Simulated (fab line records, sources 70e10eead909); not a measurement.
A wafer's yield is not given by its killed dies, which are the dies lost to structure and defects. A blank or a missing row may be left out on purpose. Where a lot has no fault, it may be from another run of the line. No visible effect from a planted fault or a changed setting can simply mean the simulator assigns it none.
Chamber matching | flow nand_harc | 4 sister chambers for NHARC_A_DECK1_JOINT_CMP_13 on cmp-03
The step polishes, target thk 51.023 nm. 4 wafers are shown with their chamber, then 8 later ones without.

== WAFERS PAIRED WITH THEIR CHAMBERS ==
wafer  | chamber | motor_current_A (A)
L945.3 | 1       | 12.9
L948.1 | 3       | 11.2
L948.3 | 0       | 12.2
L954.2 | 2       | 12.2

== WAFERS WITHOUT THEIR CHAMBER ==
wafer  | motor_current_A (A)
L954.5 | 11.2
L954.6 | 11.9
L957.2 | 11.7
L957.3 | 11.7
L957.4 | 12.9
L962.1 | 13.5
L962.2 | 11.7
L962.5 | 11.3

== CHAMBER TAKEN BY EACH ==
wafer  | from the rows above               | in truth
L954.5 | 3                                 | 3
L954.6 | can't be placed: 0 or 2 or 3 or 1 | 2
L957.2 | can't be placed: 0 or 2 or 3 or 1 | 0
L957.3 | can't be placed: 0 or 2 or 3 or 1 | 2
L957.4 | can't be placed: 1 or 0 or 2      | 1
L962.1 | can't be placed: 1 or 0 or 2      | 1
L962.2 | can't be placed: 0 or 2 or 3 or 1 | 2
L962.5 | 3                                 | 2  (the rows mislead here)
Placed correctly: 1 of 8. Can't be placed from these rows: 6 (the true chamber is among the candidates in 6). Placed wrongly: 1.
How it was worked out, from the rows above alone: a wafer's distance from a chamber is the root of the sum, over the readings, of the square of ((its reading less the chamber's mean) divided by the reading's scatter). The wafer belongs to the nearest chamber; if the next one is less than 2 further off, it can't be placed. For every chamber, the mean is computed from those of its wafers that are shown. The scatter: root of mean squared gap, hidden wafer to nearest shown wafer, with one shown wafer a chamber.
